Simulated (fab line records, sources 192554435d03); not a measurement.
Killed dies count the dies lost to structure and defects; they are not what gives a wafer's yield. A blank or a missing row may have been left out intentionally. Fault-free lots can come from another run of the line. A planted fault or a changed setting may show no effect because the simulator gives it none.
Lot-split experiment + flow n5 finfet + route with 1938 steps; 7 lots, 21 wafers read

ABOUT THE SPLIT
At N5_SD_EPI_P_EPI_21 (deposits SiGe:B, time 355 s), the setting temp c was moved away from the recipe's 550 C on 10 of the 21 wafers read, by -0.6% to +0.5%. For the rest of the wafers, this setting stayed at what the recipe calls for.

FROM THE SPLIT TO THE READING: what the file shows between them, 7 steps
- N5_SD_EPI_P_HM_STRIP_48: strips SiNx in H3PO4, material SiNx, target depth 3 nm
- N5_SD_EPI_P_SRD_49: time 30 s
- N5_SD_EPI_P_PRECLEAN_24: cleans in O3/DIW, time 45 s
- N5_SD_EPI_P_PRECLEAN_32: cleans in dHF, time 10 s
- N5_SD_EPI_P_PRECLEAN_33: cleans in SC2, time 45 s
- N5_SD_ACTIVATION_RTA_00: time 0 s
- N5_SD_ACTIVATION_LSA_01: time 0.0008 s

THE READING
Measured at N5_SD_ACTIVATION_RS_MEAS_03 by four-point probe: RS_SD_P, in ohm/sq. Typical for fault-free wafers on this fab line: 56.0 ohm/sq, with standard deviation 0.83 ohm/sq.

| wafer  | tool, chamber at the split | temp c as run, C | against the recipe | RS_SD_P, ohm/sq | against lot-mates on the recipe |
|--------|----------------------------|------------------|--------------------|-----------------|---------------------------------|
| L077.2 | epi rpcvd-03, 0            | 550              | recipe             | 55.2            | -                               |
| L077.4 | epi rpcvd-03, 0            | 550              | recipe             | 55.6            | -                               |
| L077.6 | epi rpcvd-03, 0            | 553              | +0.5%              | 52.3            | -3.1                            |
| L079.1 | epi rpcvd-01, 0            | 550              | recipe             | 58.3            | -                               |
| L079.3 | epi rpcvd-01, 0            | 551.2            | +0.2%              | 55.6            | -2.7                            |
| L079.6 | epi rpcvd-01, 0            | 551.2            | +0.2%              | 55.4            | -2.9                            |
| L081.4 | epi rpcvd-03, 0            | 550              | recipe             | 56.5            | -                               |
| L081.5 | epi rpcvd-03, 0            | 550              | recipe             | 57.6            | -                               |
| L081.6 | epi rpcvd-03, 0            | 550              | recipe             | 57.9            | -                               |
| L083.2 | epi rpcvd-01, 0            | 550              | recipe             | 54.9            | -                               |
| L083.3 | epi rpcvd-01, 0            | 550              | recipe             | 55.8            | -                               |
| L083.6 | epi rpcvd-01, 0            | 550              | recipe             | 56.1            | -                               |
| L086.1 | epi rpcvd-01, 0            | 548.7            | -0.2%              | 57.2            | +2.1                            |
| L086.4 | epi rpcvd-01, 0            | 550              | recipe             | 55.1            | -                               |
| L086.6 | epi rpcvd-01, 0            | 548.7            | -0.2%              | 57.0            | +1.9                            |
| L088.1 | epi rpcvd-01, 0            | 546.6            | -0.6%              | 59.8            | no lot-mate on the recipe       |
| L088.3 | epi rpcvd-01, 0            | 546.6            | -0.6%              | 60.3            | no lot-mate on the recipe       |
| L088.6 | epi rpcvd-01, 0            | 546.6            | -0.6%              | 61.2            | no lot-mate on the recipe       |
| L092.2 | epi rpcvd-02, 0            | 550              | recipe             | 55.6            | -                               |
| L092.4 | epi rpcvd-02, 0            | 551.5            | +0.3%              | 54.2            | -1.4                            |
| L092.5 | epi rpcvd-02, 0            | 551.5            | +0.3%              | 54.5            | -1.1                            |

FIT RESULTS
A straight line over all 21 wafers: RS_SD_P changes by -6.5 ohm/sq for each +1% of temp c; r = -0.90; the points scatter about the line by 0.95 ohm/sq.
The same after taking each lot's own level away (the mean of its wafers on the recipe; 18 wafers): -6.96 ohm/sq for each +1%; r = -0.90; scatter 0.66 ohm/sq.
That fit puts the effect of the largest move of temp c on the reading at 4.3 ohm/sq.
Measured against the standard deviation above, the lots' own levels, which go from 55.10 to 58.30 ohm/sq, span 3.9 times it.
So the lot-to-lot level changes the slope little: the two slopes agree.
Check: with one of the wafers moved furthest among these (+0.5%) left out of the fit, the line predicts -4.37 ohm/sq for it against its lot-mates. It came out at -3.1 ohm/sq against them.

FURTHER SPLITS ON THESE WAFERS
These wafers also went through other splits before the reading. Each is held against what the fit with the lots' levels taken away leaves over:
| other split on the same wafers     | wafers away from the commonest value | r with RS_SD_P (lot level and that fit taken away) |
|------------------------------------|--------------------------------------|----------------------------------------------------|
| N5_SD_EPI_N_EXPOSE_06 dose mj      | 7                                    | -0.20                                              |
| N5_SD_EPI_N_ETCH_16 target depth a | 5                                    | +0.23                                              |
| N5_SD_EPI_P_ETCH_16 target depth a | 7                                    | +0.41                                              |

THE WHOLE CHAIN: every reading that the file lists as answering this split, in the file's order
| step                        | what it does                                           | reading                                                                           | change (the file's fit)              | r (the file's) |
|-----------------------------|--------------------------------------------------------|-----------------------------------------------------------------------------------|--------------------------------------|----------------|
| N5_SD_EPI_P_EPI_21          | deposits SiGe:B, time 355 s                            | SiGe-B_of_SD_EPI_P_EPI_21.thk nm (the simulator's own value, which no gauge read) | +8.1 nm for each +1% of the setting  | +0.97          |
| N5_SD_EPI_P_HM_STRIP_48     | strips SiNx in H3PO4, material SiNx, target depth 3 nm | SiGe-B_of_SD_EPI_P_EPI_21.thk nm (the simulator's own value, which no gauge read) | +7.72 nm for each +1% of the setting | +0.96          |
| N5_SD_EPI_P_PRECLEAN_24     | cleans in O3/DIW, time 45 s                            | SiGe-B_of_SD_EPI_P_EPI_21.thk nm (the simulator's own value, which no gauge read) | +7.92 nm for each +1% of the setting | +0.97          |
| N5_SD_ACTIVATION_RS_MEAS_03 | measures by four-point-probe                           | RS_SD_P                                                                           | -6.52 for each +1% of the setting    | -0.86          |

THE FILE'S OWN FIT
RS_SD_P changes by -6.52 ohm/sq for each +1% of temp c, r = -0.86.
